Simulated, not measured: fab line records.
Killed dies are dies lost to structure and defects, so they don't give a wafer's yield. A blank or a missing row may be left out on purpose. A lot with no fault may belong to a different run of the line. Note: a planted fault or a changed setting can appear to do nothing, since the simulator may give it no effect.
fab line records ; flow nand-harc
record lots=6; wafers=18; last-day=32
route steps=1302 shown A_M0@1139 END@1302
lots with no fault: from the same line, run without faults
start-h: hours from the record's first day to the start of the lot's first wafer shown ; wait-h: hours since the lot's step before ; " unchanged from the row above ; L1.1+2: one row covering several wafers at once ; - no value, or no start was given ; * or withheld: withheld ; < > ~ a bound
route shown NAME@n: a module of which the file shows steps, and the number in the route of the first ; usual: the fault-free wafers' mean and standard deviation ; same: alike in all rows ; chamber/n: place in a boat ; sites: per-site readings ; _std_site: how widely they spread, as a standard deviation ; _edge_site: mean of outer sites minus mean of inner sites ; radius-mm: how far each site lies from the wafer's centre ; mask NAME#n: copy n ; behind: the tool/chamber that last shaped the wafer ; hold: cause of the lot's hold/its duration in hours/its outcome ; device: the n, p or np transistor that did not switch ; end of line: tests of these same wafers at the route's end ; for a step that has no rows: nothing shown but its recipe ; killed: dies lost to structure and defects at the first sort, not the wafer's yield ; map: the dies of a wafer, with x for killed, . for not killed, _ for no die there
set.NAME: the run value of the setting; set.NAME@STEP: its run value at that earlier step ; model.NAME: the simulator's own value behind a step, which no gauge read
lots at some steps of the route; a table a step, a row a wafer
services: the hour from which a tool's chamber was out of use, counted from the record's first day as start-h (under 0 if before that day), plus the number of hours and why
## steps
# step NHARC_A_M0_HMDS_02
# recipe time-s=30
# step NHARC_A_M0_COAT_33
# recipe temp-c=200; time-s=65
# step NHARC_A_M0_COAT_03
# recipe spin-rpm=1500; resist-thk-nm=90
# step NHARC_A_M0_SOFTBAKE_04
# recipe temp-c=105; time-s=55
# step NHARC_A_M0_EBR_05
# step NHARC_A_M0_EXPOSE_06
# recipe na=1.35; target-cd-nm=80; dose-mj=83.25; mask-id=A_M0
# step NHARC_A_M0_PEB_07
# recipe peb-temp-c=100; peb-time-s=65
# step NHARC_A_M0_DEVELOP_08
# recipe develop-time-s=35; dev-temp-c=23
# step NHARC_A_M0_CD_MEAS_09
# recipe target-cd-nm=80; landing-energy-ev=500
# usual cd-nm=80.3/0.77
lot.wafer;tool;chamber;start-h;wait-h;cd-nm
L993.3;cd-sem-02;0;508.49;-;79.5
L993.5;cd-sem-02;0;508.49;-;80.1
L993.6;cd-sem-02;0;508.49;-;80.5
L100.1;cd-sem-01;0;593.13;-;81.7
L100.2;cd-sem-01;0;593.13;-;81.3
L100.5;cd-sem-01;0;593.13;-;82.5
L101.2;cd-sem-02;0;595.96;-;79.2
L101.3;cd-sem-02;0;595.96;-;79.9
L101.5;cd-sem-02;0;595.96;-;80.0
L108.2;cd-sem-02;0;667.05;-;81.0
L108.4;cd-sem-02;0;667.05;-;81.1
L108.5;cd-sem-02;0;667.05;-;80.6
L110.1;cd-sem-03;0;695.28;-;79.3
L110.2;cd-sem-03;0;695.28;-;80.0
L110.5;cd-sem-03;0;695.28;-;79.7
L114.1;cd-sem-03;0;722.72;-;80.0
L114.4;cd-sem-03;0;722.72;-;80.4
L114.5;cd-sem-03;0;722.72;-;80.2
# step NHARC_A_M0_OVL_MEAS_10
# recipe pitch-nm=160
# usual overlay-x-nm=0.1/0.71; overlay-y-nm=0.0/0.78
lot.wafer;tool;chamber;start-h;wait-h;overlay-x-nm;overlay-y-nm
L993.3;overlay-01;-;508.58;-;-0.5;-0.3
L993.5;overlay-01;-;508.58;-;-0.6;-0.5
L993.6;overlay-01;-;508.58;-;-0.4;-1.1
L100.1;overlay-02;-;593.22;-;-0.2;-0.3
L100.2;overlay-02;-;593.22;-;-0.2;-0.5
L100.5;overlay-02;-;593.22;-;-0.1;-0.4
L101.2;overlay-02;-;596.04;-;0.2;-0.7
L101.3;overlay-02;-;596.04;-;-0.5;-0.6
L101.5;overlay-02;-;596.04;-;-0.5;-0.9
L108.2;overlay-02;-;667.14;-;-0.5;-0.8
L108.4;overlay-02;-;667.14;-;0.3;-0.8
L108.5;overlay-02;-;667.14;-;-0.5;-0.8
L110.1;overlay-01;-;695.37;-;0.7;-0.6
L110.2;overlay-01;-;695.37;-;0.7;0.1
L110.5;overlay-01;-;695.37;-;0.8;-0.2
L114.1;overlay-01;-;722.82;-;0.1;-0.2
L114.4;overlay-01;-;722.82;-;0.6;0.7
L114.5;overlay-01;-;722.82;-;0.9;0.5
# step NHARC_A_M0_INSPECT_11
# usual raw-defect-count=82/40
lot.wafer;tool;chamber;start-h;wait-h;raw-defect-count
L993.3;defect-inspect-01;-;508.61;0.0;66
L993.5;defect-inspect-01;-;508.61;0.0;59
L993.6;defect-inspect-01;-;508.61;0.0;60
L100.1;defect-inspect-02;-;593.26;0.0;34
L100.2;defect-inspect-02;-;593.26;0.0;30
L100.5;defect-inspect-02;-;593.26;0.0;22
L101.2;defect-inspect-02;-;596.08;0.0;157
L101.3;defect-inspect-02;-;596.08;0.0;167
L101.5;defect-inspect-02;-;596.08;0.0;158
L108.2;defect-inspect-02;-;667.18;0.0;111
L108.4;defect-inspect-02;-;667.18;0.0;112
L108.5;defect-inspect-02;-;667.18;0.0;123
L110.1;defect-inspect-02;-;695.41;0.0;78
L110.2;defect-inspect-02;-;695.41;0.0;67
L110.5;defect-inspect-02;-;695.41;0.0;58
L114.1;defect-inspect-01;-;722.86;0.0;39
L114.4;defect-inspect-01;-;722.86;0.0;44
L114.5;defect-inspect-01;-;722.86;0.0;36
# step NHARC_A_M0_DESCUM_14
# recipe time-s=3; o2-flow-sccm=200; ar-flow-sccm=0; bias-power-w=0; chemistry=O2
# usual chamber-pressure-mTorr=60.00/0.059; drypump-motor-current-A=6.0/0.52; o2-flow-sccm=200.0/0.61; oes-product-au=1.004/0.01; rf-vpp-V=58.0/0.84; showerhead-plenum-p-Torr=1.95/0.055; throttle-valve-pct=11.312/0.0086
lot.wafer;tool;chamber;start-h;wait-h;chamber-pressure-mTorr;drypump-motor-current-A;o2-flow-sccm;oes-product-au;rf-hours-counter-h;rf-vpp-V;showerhead-plenum-p-Torr;throttle-valve-pct
L993.3;rie-diel-11;1;508.68;0.1;60.05;6.8;199.5;1.007;5;57.7;1.99;11.310
L993.5;rie-diel-11;0;508.68;0.1;59.95;5.6;199.5;1.004;-;58.4;1.90;11.318
L993.6;rie-diel-11;1;508.68;0.1;60.05;6.8;199.7;1.013;-;57.0;1.99;11.310
L100.1;rie-diel-11;3;593.32;0.1;59.97;6.4;200.3;1.001;8;59.0;1.86;11.319
L100.2;rie-diel-11;2;593.32;0.1;60.03;6.5;199.4;0.984;9;58.3;1.98;11.308
L100.5;rie-diel-11;0;593.32;0.1;59.96;5.6;199.9;0.995;-;57.7;1.90;11.308
L101.2;rie-diel-11;1;596.14;0.1;59.95;6.8;200.7;1.011;8;59.5;1.99;11.298
L101.3;rie-diel-11;2;596.14;0.1;60.01;6.5;199.2;1.003;9;57.5;1.98;11.306
L101.5;rie-diel-11;1;596.14;0.1;60.13;6.8;201.2;1.007;-;58.7;1.99;11.305
L108.4;rie-diel-08;1;667.26;0.1;59.97;5.5;199.9;0.997;7;57.8;2.00;11.315
L108.2;rie-diel-08;2;667.26;0.1;60.03;6.8;200.9;1.002;8;58.0;2.05;11.307
L108.5;rie-diel-08;3;667.26;0.1;59.97;5.1;201.0;1.006;-;57.6;1.90;11.304
L110.2;rie-diel-09;2;695.49;0.1;60.00;5.9;201.0;1.010;2;58.2;2.01;11.299
L110.1;rie-diel-09;3;695.49;0.1;59.96;6.2;200.4;0.998;2;57.4;1.91;11.319
L110.5;rie-diel-09;1;695.49;0.1;59.91;5.7;199.9;1.006;-;58.4;1.93;11.332
L114.4;rie-diel-09;1;722.92;0.1;59.93;5.7;199.9;1.011;2;58.5;1.93;11.310
L114.1;rie-diel-09;3;722.92;0.1;59.99;6.2;200.3;0.992;3;58.1;1.90;11.314
L114.5;rie-diel-09;1;722.92;0.1;60.03;5.7;198.8;1.000;-;58.0;1.93;11.305
# step NHARC_A_M0_ETCH_34
# recipe target-depth-a=400; overetch-a=120; time-s=43.94; ion-energy-ev=200; n2-flow-sccm=150; h2-flow-sccm=150; ar-flow-sccm=0; rf-w=400; bias-w=150; chemistry=N2/H2
# usual chamber-pressure-mTorr=30.001/0.025; drypump-motor-current-A=6.1/0.5; oes-product-au=1.002/0.01; rf-fwd-power-W=395.6/2; rf-vpp-V=431.8/1.8; showerhead-plenum-p-Torr=2.09/0.062; throttle-valve-pct=14.170/0.0091
lot.wafer;tool;chamber;start-h;wait-h;chamber-pressure-mTorr;drypump-motor-current-A;oes-product-au;rf-fwd-power-W;rf-hours-counter-h;rf-vpp-V;showerhead-plenum-p-Torr;throttle-valve-pct
L993.3;rie-diel-11;1;508.76;0.1;30.018;6.8;1.000;395.2;5;434.6;2.12;14.175
L993.5;rie-diel-11;1;508.76;0.1;29.964;6.7;1.001;396.5;-;432.5;2.12;14.174
L993.6;rie-diel-11;2;508.76;0.1;30.024;6.5;0.987;394.5;-;432.4;2.12;14.176
L100.2;rie-diel-11;1;593.40;0.1;29.994;6.8;0.868;396.9;8;432.3;2.12;14.168
L100.1;rie-diel-11;3;593.40;0.1;30.020;6.4;0.863;394.7;8;427.5;1.98;14.173
L100.5;rie-diel-11;1;593.40;0.1;29.991;6.8;0.881;396.9;-;431.0;2.12;14.179
L101.2;rie-diel-11;0;596.24;0.1;29.975;5.6;0.871;396.7;8;431.5;2.03;14.187
L101.3;rie-diel-11;1;596.24;0.1;30.046;6.7;0.867;396.6;8;432.2;2.12;14.175
L101.5;rie-diel-11;3;596.24;0.1;29.973;6.4;0.863;393.6;-;428.8;1.98;14.172
L108.4;rie-diel-08;1;667.32;0.1;30.054;5.5;0.998;395.4;7;433.7;2.13;14.175
L108.2;rie-diel-08;3;667.32;0.1;29.969;5.0;1.006;395.2;8;430.1;2.02;14.170
L108.5;rie-diel-08;1;667.32;0.1;29.978;5.5;0.993;396.3;-;431.7;2.13;14.170
L110.2;rie-diel-09;1;695.55;0.1;30.006;5.8;1.008;397.0;1;431.3;2.06;14.173
L110.1;rie-diel-09;2;695.55;0.1;30.000;5.9;1.002;395.6;2;433.5;2.15;14.182
L110.5;rie-diel-09;1;695.55;0.1;30.006;5.8;1.001;396.9;-;431.1;2.06;14.173
L114.4;rie-diel-09;3;723.01;0.1;30.021;6.2;0.978;397.7;3;430.9;2.03;14.187
L114.1;rie-diel-09;1;723.01;0.1;30.006;5.7;1.002;395.6;2;430.5;2.06;14.173
L114.5;rie-diel-09;3;723.01;0.1;30.019;6.2;0.982;397.4;-;430.2;2.03;14.160
# step NHARC_A_M0_ETCH_15
# recipe target-depth-a=1500; overetch-a=150; time-s=82.5; c4f8-flow-sccm=withheld; ar-flow-sccm=400; rf-w=600; bias-w=300; chemistry=C4F8/Ar
# usual chamber-pressure-mTorr=25.002/0.023; oes-product-au=0.954/0.022; rf-fwd-power-W=595.5/2.3; rf-vpp-V=442.2/1.8
lot.wafer;tool;chamber;start-h;wait-h;chamber-pressure-mTorr;oes-product-au;rf-fwd-power-W;rf-hours-counter-h;rf-vpp-V
L993.3;rie-diel-11;0;-;-;24.982;0.969;590.9;4;440.1
L993.5;rie-diel-11;1;-;-;24.981;0.970;596.3;-;442.2
L993.6;rie-diel-11;2;-;-;24.983;0.977;595.6;-;442.0
L100.1;rie-diel-11;0;-;-;24.970;0.952;593.1;8;440.3
L100.2;rie-diel-11;3;-;-;25.025;0.951;596.4;8;438.6
L100.5;rie-diel-11;0;-;-;24.958;0.954;595.7;-;439.3
L101.3;rie-diel-11;0;-;-;25.046;0.987;594.7;8;442.2
L101.2;rie-diel-11;1;-;-;25.015;0.972;597.8;8;443.0
L101.5;rie-diel-11;2;-;-;25.053;0.957;596.2;-;442.3
L108.2;rie-diel-08;0;-;-;24.990;0.930;594.8;7;445.1
L108.4;rie-diel-08;2;-;-;25.025;0.912;593.9;8;444.9
L108.5;rie-diel-08;0;-;-;25.002;0.929;593.8;-;444.3
L110.2;rie-diel-09;0;-;-;25.032;0.961;593.3;1;443.4
L110.1;rie-diel-09;1;-;-;24.982;0.971;596.6;1;441.9
L110.5;rie-diel-09;0;-;-;25.008;0.961;591.0;-;443.0
L114.1;rie-diel-09;2;-;-;24.965;0.958;597.5;3;444.4
L114.4;rie-diel-09;3;-;-;25.006;0.961;594.3;3;440.4
L114.5;rie-diel-09;0;-;-;25.020;0.957;594.0;-;443.4
# step NHARC_END_SORT_01
# recipe temp-c=25
# usual defect-limited-yield=91.1/2.9; killed-at-array=55/20; killed-at-other=1.1/1.2; killed-at-periphery=3.8/2.8; killed-dies=60/19; killed-open=3.4/1.9; killed-short=2.2/1.5
# same gross-dies=677
lot.wafer;tool;chamber;start-h;wait-h;defect-limited-yield[%];killed-at-array;killed-at-other;killed-at-periphery;killed-dies;killed-open;killed-short
L993.3;prober-01;0;548.78;3.1;91.6;50;1;6;57;4;3
L993.5;prober-01;0;550.39;3.7;91.7;50;2;4;56;6;5
L993.6;prober-01;0;551.19;4.0;94.5;35;1;1;37;1;1
L100.1;prober-02;0;633.31;2.5;94.1;36;4;0;40;3;7
L100.2;prober-02;0;634.11;2.8;95.6;29;1;0;30;2;1
L100.5;prober-02;0;636.51;3.7;95.7;22;4;3;29;3;2
L101.2;prober-01;0;634.03;2.8;85.4;94;0;5;99;5;1
L101.3;prober-01;0;634.84;3.1;87.0;87;0;1;88;0;2
L101.5;prober-01;0;636.46;3.7;83.8;104;2;4;110;4;2
L110.1;prober-01;0;735.49;2.5;91.3;45;2;12;59;2;2
L110.2;prober-01;0;736.30;2.8;90.3;50;0;16;66;4;2
L110.5;prober-01;0;738.70;3.7;92.8;36;2;11;49;4;1
# killed by level:class
L993.3 A_CHANNEL_HOLE_D1:chamber-film-flake=32 A_STAIRCASE:chamber-film-flake=5 A_CHANNEL_HOLE_D2:chamber-film-flake=4 A_CONTACT:chamber-film-flake=4 P_ZERO_WELL:chamber-film-flake=2 P_GATE:geometric-particle:open=1 P_CONTACT:geometric-particle:open=1 P_M0:geometric-particle:open=1
L993.5 A_CHANNEL_HOLE_D1:chamber-film-flake=29 A_CHANNEL_HOLE_D2:chamber-film-flake=8 P_ZERO_WELL:chamber-film-flake=3 A_WL_FILL:geometric-particle:short=2 A_CHANNEL_HOLE_D1:geometric-particle:short=1 A_DECK1_JOINT:geometric-particle:open=1 A_ONON_D2:geometric-particle:short=1 A_CHANNEL_FILL_D2:geometric-particle:open=1
L993.6 A_CHANNEL_HOLE_D1:chamber-film-flake=27 A_WL_FILL:chamber-film-flake=2 A_WL_FILL:geometric-particle:short=1 A_WL_FILL:geometric-particle:open=1 P_ZERO_WELL:chamber-film-flake=1 A_CHANNEL_HOLE_D2:chamber-film-flake=1 A_CHANNEL_FILL_D2:chamber-film-flake=1 A_STAIRCASE:chamber-film-flake=1
L100.1 A_CHANNEL_HOLE_D2:chamber-film-flake=16 A_CHANNEL_HOLE_D1:chamber-film-flake=5 A_ONON_D2:geometric-particle:short=2 A_WL_FILL:geometric-particle:short=2 A_STAIRCASE:chamber-film-flake=2 A_CONTACT:chamber-film-flake=2 THIN_TSV:chamber-film-flake=2 A_CHANNEL_FILL_D1:geometric-particle:open=1
L101.2 A_CHANNEL_HOLE_D2:chamber-film-flake=37 A_CHANNEL_HOLE_D1:chamber-film-flake=25 A_SLIT:chamber-film-flake=23 A_CONTACT:chamber-film-flake=4 P_ZERO_WELL:chamber-film-flake=2 P_GATE:geometric-particle:open=1 P_M0:geometric-particle:open=1 A_ONON_D2:geometric-particle:short=1
L100.2 A_CHANNEL_HOLE_D2:chamber-film-flake=12 A_SLIT:chamber-film-flake=3 A_CONTACT:chamber-film-flake=3 A_ZERO_WELL:chamber-film-flake=2 A_CHANNEL_HOLE_D1:chamber-film-flake=2 A_STAIRCASE:chamber-film-flake=2 A_SOURCE_PLATE:geometric-particle:open=1 A_CHANNEL_FILL_D1:geometric-particle:open=1
L101.3 A_CHANNEL_HOLE_D1:chamber-film-flake=27 A_SLIT:chamber-film-flake=25 A_CHANNEL_HOLE_D2:chamber-film-flake=24 A_DECK1_JOINT:chamber-film-flake=3 A_STAIRCASE:chamber-film-flake=3 A_CHANNEL_FILL_D1:geometric-particle:short=1 A_BLC:geometric-particle:short=1 P_STI:chamber-film-flake=1
L101.5 A_CHANNEL_HOLE_D2:chamber-film-flake=35 A_CHANNEL_HOLE_D1:chamber-film-flake=29 A_SLIT:chamber-film-flake=26 A_CONTACT:chamber-film-flake=6 P_STI:chamber-film-flake=2 A_STAIRCASE:chamber-film-flake=2 P_CONTACT:geometric-particle:open=1 A_CHANNEL_FILL_D1:geometric-particle:short=1
L100.5 A_CHANNEL_HOLE_D2:chamber-film-flake=11 A_CHANNEL_HOLE_D1:chamber-film-flake=4 THIN_TSV:chamber-film-flake=4 P_M0:geometric-particle:open=1 P_M2:geometric-particle:short=1 A_WL_FILL:geometric-particle:open=1 A_WL_FILL:geometric-particle:short=1 A_BLC:geometric-particle:open=1
L110.1 A_CHANNEL_HOLE_D1:chamber-film-flake=34 P_GATE:chamber-film-flake=8 A_SLIT:chamber-film-flake=3 A_STAIRCASE:chamber-film-flake=2 THIN_TSV:chamber-film-flake=2 A_CONTACT:chamber-film-flake=2 P_M0:geometric-particle:open=1 A_SOURCE_PLATE:geometric-particle:short=1
L110.2 A_CHANNEL_HOLE_D1:chamber-film-flake=39 P_GATE:chamber-film-flake=9 P_STI:chamber-film-flake=4 A_SLIT:chamber-film-flake=4 A_WL_FILL:chamber-film-flake=2 P_CONTACT:geometric-particle:open=1 P_M0:geometric-particle:open=1 A_ONON_D1:geometric-particle:open=1
L110.5 A_CHANNEL_HOLE_D1:chamber-film-flake=22 P_CONTACT:chamber-film-flake=4 A_CONTACT:chamber-film-flake=4 P_GATE:chamber-film-flake=3 A_SLIT:chamber-film-flake=2 A_M0:chamber-film-flake=2 THIN_TSV:chamber-film-flake=2 P_GATE:geometric-particle:open=1
## services
tool;chamber;start-h;hours;kind
rie-diel-08;1;486.17;3.1;repair
rie-diel-11;0;490.50;-;clean
rie-diel-11;1;490.50;-;clean
rie-diel-11;2;490.50;-;clean
rie-diel-11;3;490.50;-;clean
rie-diel-09;-;497.15;9.0;pm
rie-diel-09;0;510.14;4.2;repair
rie-diel-11;0;515.00;-;clean
rie-diel-11;1;515.00;-;clean
rie-diel-11;2;515.00;-;clean
rie-diel-11;3;515.00;-;clean
rie-diel-09;2;525.57;9.4;repair
rie-diel-11;3;526.15;14.8;repair
rie-diel-11;0;539.50;-;clean
rie-diel-08;-;544.81;9.0;pm
rie-diel-08;0;579.45;3.8;repair
rie-diel-09;0;589.79;1.5;repair
rie-diel-11;-;609.50;9.0;pm
rie-diel-08;1;615.17;13.5;repair
rie-diel-09;-;618.97;0.8;repair
rie-diel-09;-;658.58;1.9;repair
rie-diel-09;1;664.22;12.5;repair
rie-diel-09;-;674.15;9.0;pm
rie-diel-08;-;721.81;9.0;pm
## key
first-sign step=NHARC_A_M0_ETCH_34; reading=oes-product-au; direction=down; sigmas=13; usual=1.002; struck=0.869
effect none on later readings
met-at NHARC_A_M0_ETCH_34
struck-wafers L100.1,L100.2,L100.5,L101.2,L101.3,L101.5
onset-between 508.76 593.40
fault kind=process-parameter-drift; tool=rie-diel-11; chamber=-; onset-h=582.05; steps=NHARC_A_M0_ETCH_34; channel=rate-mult; offset=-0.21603; shape=step; end-h=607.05
